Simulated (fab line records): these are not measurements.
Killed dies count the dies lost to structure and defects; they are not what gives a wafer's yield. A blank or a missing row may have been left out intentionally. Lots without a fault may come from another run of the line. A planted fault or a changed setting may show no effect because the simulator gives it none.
Matching of chambers    flow n5-finfet    N5_BEOL_M3_DESCUM_16 on rie-diel-01 has 3 sister chambers
The step chemistry O2, time 7 s. 6 wafers are shown with their chamber, then 6 later ones without.

## WAFERS PAIRED WITH THEIR CHAMBERS
wafer   chamber  drypump-motor-current-A (A)  throttle-valve-pct (%)
L086.6  1        6.3                          20.10
L088.1  3        6.0                          20.32
L088.4  1        6.3                          20.10
L088.5  2        5.1                          20.60
L089.1  2        5.2                          20.63
L089.2  3        6.0                          20.32

## WAFERS WITHOUT THEIR CHAMBER
wafer   drypump-motor-current-A (A)  throttle-valve-pct (%)
L089.6  6.3                          20.09
L094.2  6.3                          20.11
L094.4  6.0                          20.34
L097.1  6.0                          20.34
L097.4  5.1                          20.65
L097.6  5.2                          20.65

## EACH ONE'S CHAMBER
wafer   from the rows above  in truth
L089.6  1                    1
L094.2  1                    1
L094.4  3                    3
L097.1  3                    3
L097.4  2                    2
L097.6  2                    2
Placed correctly: 6 of 6. From these rows, 0 cannot be placed. Placed wrongly: 0.
How it was worked out, from the rows above alone: a wafer's distance from a chamber is the root of the sum, over the readings, of the square of ((its reading less the chamber's mean) divided by the reading's scatter). If the next closest chamber is less than 2 further off than the closest, the wafer can't be placed; otherwise it belongs to the closest. For every chamber, the mean is computed from those of its wafers that are shown. How the scatter is found: for the shown wafers, subtract from each reading the mean of its chamber, square and add these, divide the total by (wafers less chambers), then take the root.
